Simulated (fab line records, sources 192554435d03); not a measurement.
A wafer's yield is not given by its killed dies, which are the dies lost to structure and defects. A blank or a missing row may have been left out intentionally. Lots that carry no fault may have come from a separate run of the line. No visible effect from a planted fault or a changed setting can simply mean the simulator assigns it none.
One fault through the eyes of 2 desks || flow n5-finfet || only its own numbers are on each desk; what lay behind them is given at the end

## AT THE TOOL OWNER'S DESK: ald-sin-02
The tool's own readings at N5_MOL_CONTACT_COAG_ALD_123 (deposits SiNx, target thk 5 nm, pulse time 1 s, purge time 2 s): means of the sampled wafers that have a number, for each lot that ran on this tool. A lot is out of limits, marked OUT, if its mean lies more than 4 standard deviations from the usual mean; the brackets give that distance.
Columns: A = heater-power-w at N5_MOL_CONTACT_COAG_ALD_123, usual 875 W; B = precursor-pulse-height-rel at N5_MOL_CONTACT_COAG_ALD_123, usual 0.999
{"lot": "L885", "first seen here": "day 5 19:48", "A": 797, "B": 0.998}
{"lot": "L889", "first seen here": "day 6 16:05", "A": 813, "B": 1.004}
{"lot": "L896", "first seen here": "day 8 14:44", "A": 852, "B": 0.998}
{"lot": "L897", "first seen here": "day 8 18:10", "A": 851, "B": 0.996}
{"lot": "L898", "first seen here": "day 8 23:00", "A": 838, "B": 1.005}
Finding of this desk: none of the 5 lots has anything out of limits.

## AT THE METROLOGY DESK
Lot by lot, what the gauges showed, no matter which tool ran the lot: averages of those sampled wafers that carry a number. A lot is out of limits, marked OUT, if its mean lies more than 4 standard deviations from the usual mean; the brackets give that distance. Of its 11 readings 7 are shown: those that lie furthest out on some lot.
Columns: A = MD_CAP_THK at N5_MOL_CONTACT_COAG_THK_MEAS_29, usual 17.88 nm; B = DIBL_N at N5_BEOL_M4_RC_MEAS_101, usual 35.8 mV/V; C = IOFF_P at N5_BEOL_M4_RC_MEAS_101, usual 0.194 nA/um; D = ION_N at N5_BEOL_M4_RC_MEAS_101, usual 667 uA/um; E = ION_P at N5_BEOL_M4_RC_MEAS_101, usual 456 uA/um; F = VT_N at N5_BEOL_M4_RC_MEAS_101, usual 251 mV; G = VT_P at N5_BEOL_M4_RC_MEAS_101, usual -252 mV
{"lot": "L883", "first seen here": "day 5 03:05", "A": 17.89, "B": 34.9, "C": 0.173, "D": 667, "E": 458, "F": 254, "G": -255}
{"lot": "L885", "first seen here": "day 5 19:46", "A": 17.75, "B": 36.6, "C": 0.207, "D": 667, "E": 457, "F": 251, "G": -252}
{"lot": "L888", "first seen here": "day 6 11:56", "A": 17.98, "B": 33.3, "C": 0.147, "D": 658, "E": 448, "F": 255, "G": -255}
{"lot": "L889", "first seen here": "day 6 16:02", "A": 17.94, "B": 35.0, "C": 0.161, "D": 649, "E": 448, "F": 255, "G": -257}
{"lot": "L891", "first seen here": "day 7 10:07", "A": 17.94, "B": 36.4, "C": 0.223, "D": 669, "E": 464, "F": 250, "G": -246}
{"lot": "L896", "first seen here": "day 8 14:41", "A": 17.84, "B": 36.5, "C": 0.184, "D": 661, "E": 453, "F": 251, "G": -252}
{"lot": "L897", "first seen here": "day 8 17:20", "A": 17.82, "B": 36.9, "C": 0.204, "D": 677, "E": 466, "F": 249, "G": -251}
{"lot": "L898", "first seen here": "day 8 22:58", "A": 17.69, "B": 37.0, "C": 0.206, "D": 678, "E": 464, "F": 249, "G": -249}
{"lot": "L901", "first seen here": "day 9 16:23", "A": 17.84, "B": 36.7, "C": 0.174, "D": 664, "E": 447, "F": 251, "G": -253}
{"lot": "L902", "first seen here": "day 9 23:02", "A": 18.03, "B": 36.2, "C": 0.226, "D": 670, "E": 465, "F": 246, "G": -247}
Finding of this desk: none of the 10 lots has anything out of limits.

## TAKEN TOGETHER
Nothing out of limits was seen by the tool owner's desk.
Metrology desk: nothing out of limits seen.

## WHAT THE SIMULATOR HAD PUT IN
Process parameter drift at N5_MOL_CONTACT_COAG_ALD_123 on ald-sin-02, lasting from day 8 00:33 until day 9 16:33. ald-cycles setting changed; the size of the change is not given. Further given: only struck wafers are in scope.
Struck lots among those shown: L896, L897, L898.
